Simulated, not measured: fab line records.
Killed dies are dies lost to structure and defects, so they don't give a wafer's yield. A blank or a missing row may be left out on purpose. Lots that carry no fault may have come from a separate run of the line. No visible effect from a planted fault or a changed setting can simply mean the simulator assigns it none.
Comparing a struck lot with a sound one | flow n5-finfet | 20 steps out of a route of 1938
Sound: these wafers, L140.1, L140.4, L140.5. Struck: wafers L137.1, L137.2, L137.6. The cause is named last.
Each step with rows lists, per side, the tool, then ch with its chambers, then its first start. Under that, the readings that differ: sound wafers | struck wafers | difference of the means | sigmas: that difference in standard deviations of wafers without a fault.
alike: a reading whose means differ by less than 2 such deviations, as well as words and numbers matching on both sides. not compared: withheld readings; readings where some wafer has no value; bounds like >300 that might hide an equal value; numbers whose values overlap and for which the record gives no deviation.
The two part at a step that has a row with sigmas, a row that says differs or no value, or rows on one side only. Numbers that have no deviation but don't overlap get no sigmas and don't part them. A reading missing from all wafers of one side parts the sides only when that side holds two or more wafers.

first, 8 steps without rows for these wafers: N5_BEOL_M7_COAT_59 (time 60 s, resist thk 100 nm); N5_BEOL_M7_COAT_60 (time 60 s, resist thk 35 nm); N5_BEOL_M7_COAT_05 (resist thk 90 nm); N5_BEOL_M7_EBR_07; N5_BEOL_M7_SOFTBAKE_06 (time 60 s); N5_BEOL_M7_EXPOSE_08 (exposes mask M7); N5_BEOL_M7_PEB_09 (peb time 60 s); N5_BEOL_M7_DEVELOP_10 (develop time 30 s).
N5_BEOL_M7_CD_MEAS_11 targets a cd of 38.5 nm.
  sound on cd-sem-02 ch 0, day 12 19:31; struck on cd-sem-02 ch 0, day 12 22:43
  alike: cd-nm
N5_BEOL_M7_OVL_MEAS_12:
  sound on overlay-01 ch 0, day 12 19:32; struck on overlay-02 ch 0, day 12 22:44
  alike: M7_OVL
N5_BEOL_M7_INSPECT_13: inspects for defects (brightfield).
  struck on defect-inspect-02, day 12 22:46; sound on defect-inspect-01, day 12 19:34
  alike: raw-defect-count
N5_BEOL_M7_DESCUM_16: chemistry O2, time 7.9 s.
  sound on rie-diel-04 ch 0,2,3, day 12 19:36; struck on rie-diel-02 ch 1,3, day 12 22:50
  alike: bias-power-w, drypump-motor-current-A, oes-product-au, rf-vpp-V, showerhead-plenum-p-Torr, throttle-valve-pct
  not compared: rf-hours-counter-h
N5_BEOL_M7_ETCH_61: etches SiARC in CF4, target depth 45.5 nm, time 75.8 s.
  sound on rie-diel-04 ch 0,2,3, day 12 19:38; struck on rie-diel-02 ch 1,3, day 12 22:52
  no value came back on the struck wafers for any of 8 readings (bias-w (W), cf4-flow-sccm (sccm) and others); on the sound wafers bias-w (W) reads 36.02 36.11 35.97
  reading                                      | sound      | struck         | difference | sigmas
  model.CAR-ArF_of_BEOL_M7_COAT_05.thk-nm (nm) | 51 50.6 51 | 83.8 83.4 83.6 | +32.7      |
  not compared: rf-hours-counter-h
N5_BEOL_M7_ETCH_62: etches SOC in N2/H2, target depth 110 nm, overetch 22 nm, time 165 s.
  sound on rie-diel-04 ch 0,2,3, day 12 19:41; struck on rie-diel-02 ch 1,3, day 12 22:55
  reading               | sound          | struck         | difference | sigmas
  oes-product-au (a.u.) | 0.62 0.62 0.60 | 0.25 0.31 0.26 | -0.34      | -5
  alike: bias-w, chamber-pressure-mTorr, drypump-motor-current-A, rf-vpp-V, showerhead-plenum-p-Torr, throttle-valve-pct
  not compared: rf-hours-counter-h
then, 1 step without rows for these wafers: N5_BEOL_M7_STRIP_68 (strips in N2/H2).
N5_BEOL_M7_STRIP_67: strips in CF4.
  sound on rie-diel-04 ch 0,2,3, day 12 19:50; struck on rie-diel-02 ch 1,3, day 12 23:04
  alike: bias-power-w, drypump-motor-current-A, oes-product-au, rf-vpp-V, showerhead-plenum-p-Torr, throttle-valve-pct
  not compared: rf-hours-counter-h
N5_BEOL_M7_HM_OPEN_17: chemistry Cl2/BCl3, target TiN, target depth 20 nm, overetch 6 nm.
  sound on rie-metal-01 ch 0,1, day 12 19:53; struck on rie-metal-03 ch 0,1, day 12 23:07
  reading                | sound             | struck            | difference | sigmas
  oes-product-au (a.u.)  | 0.56 0.68 0.56    | 0.23 0.27 0.23    | -0.36      | -4
  throttle-valve-pct (%) | 22.28 21.74 22.26 | 22.59 23.08 22.59 | +0.66      | +3
  alike: drypump-motor-current-A
  not compared: rf-hours-counter-h
N5_BEOL_M7_STRIP_19: strips in O2.
  sound on rie-diel-02 ch 1,2,3, day 12 20:07; struck on rie-diel-02 ch 1,2,3, day 12 23:13
  alike: drypump-motor-current-A, oes-product-au, rf-vpp-V, showerhead-plenum-p-Torr, throttle-valve-pct
  not compared: rf-hours-counter-h
N5_BEOL_M7_CD_MEAS_18: pitch 80 nm, target cd 40 nm.
  struck on cd-sem-01, day 12 23:17; sound on cd-sem-03, day 12 20:11
  reading    | sound          | struck | difference                    | sigmas
  cd-nm (nm) | 39.7 39.7 40.0 | - - -  | no value on the struck wafers |
then, 1 step without rows for these wafers: N5_BEOL_M7_COAT_63 (time 60 s, resist thk 60 nm).

== WHERE THEY PART ==
Earliest at N5_BEOL_M7_ETCH_61; latest, in this record, at N5_BEOL_M7_CD_MEAS_18.

WHY: what the simulator had put in
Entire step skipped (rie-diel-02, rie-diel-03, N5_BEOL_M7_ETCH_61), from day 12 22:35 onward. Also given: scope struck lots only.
